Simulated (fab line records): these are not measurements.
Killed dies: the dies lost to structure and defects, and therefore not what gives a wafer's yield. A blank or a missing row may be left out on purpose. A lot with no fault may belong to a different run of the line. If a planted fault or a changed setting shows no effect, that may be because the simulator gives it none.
Chamber matching :: flow n5 finfet :: 3 sister chambers for N5_FIN_SAQP_PECVD_47 on pecvd-04
The step deposits a-Si from SiH4/He, target thk 45 nm, time 36.3 s. 3 wafers are shown with their chamber, then 7 later ones without.

## WAFERS WITH THEIR CHAMBER
wafer: L089.1
chamber: 2
throttle valve pct (%): 20.9

wafer: L093.2
chamber: 0
throttle valve pct (%): 18.6

wafer: L093.4
chamber: 1
throttle valve pct (%): 18.3

## WAFERS WITH NO CHAMBER GIVEN
wafer: L093.6
throttle valve pct (%): 21.1

wafer: L096.1
throttle valve pct (%): 18.6

wafer: L096.2
throttle valve pct (%): 18.2

wafer: L096.6
throttle valve pct (%): 18.5

wafer: L097.2
throttle valve pct (%): 18.7

wafer: L097.3
throttle valve pct (%): 18.2

wafer: L097.5
throttle valve pct (%): 18.6

## WHICH CHAMBER EACH ONE RAN IN
wafer: L093.6
from the rows above: 2
in truth: 2

wafer: L096.1
from the rows above: 0
in truth: 0

wafer: L096.2
from the rows above: 1
in truth: 1

wafer: L096.6
from the rows above: can't be placed: 0 or 1
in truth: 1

wafer: L097.2
from the rows above: 0
in truth: 0

wafer: L097.3
from the rows above: 1
in truth: 1

wafer: L097.5
from the rows above: 0
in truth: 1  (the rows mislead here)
Correctly placed: 5 of 7. Not placeable from these rows: 1 (in 1, the candidates include the true chamber). Number placed wrongly: 1.
How it was worked out, from the rows above alone: a wafer's distance from a chamber is the root of the sum, over the readings, of the square of ((its reading less the chamber's mean) divided by the reading's scatter). The wafer belongs to the nearest chamber; if the next one is less than 2 further off, it can't be placed. Each chamber's mean is taken over the wafers shown for it. The scatter: with one shown wafer a chamber, the root of the mean of the squares of how far each hidden wafer lies from its nearest shown one.
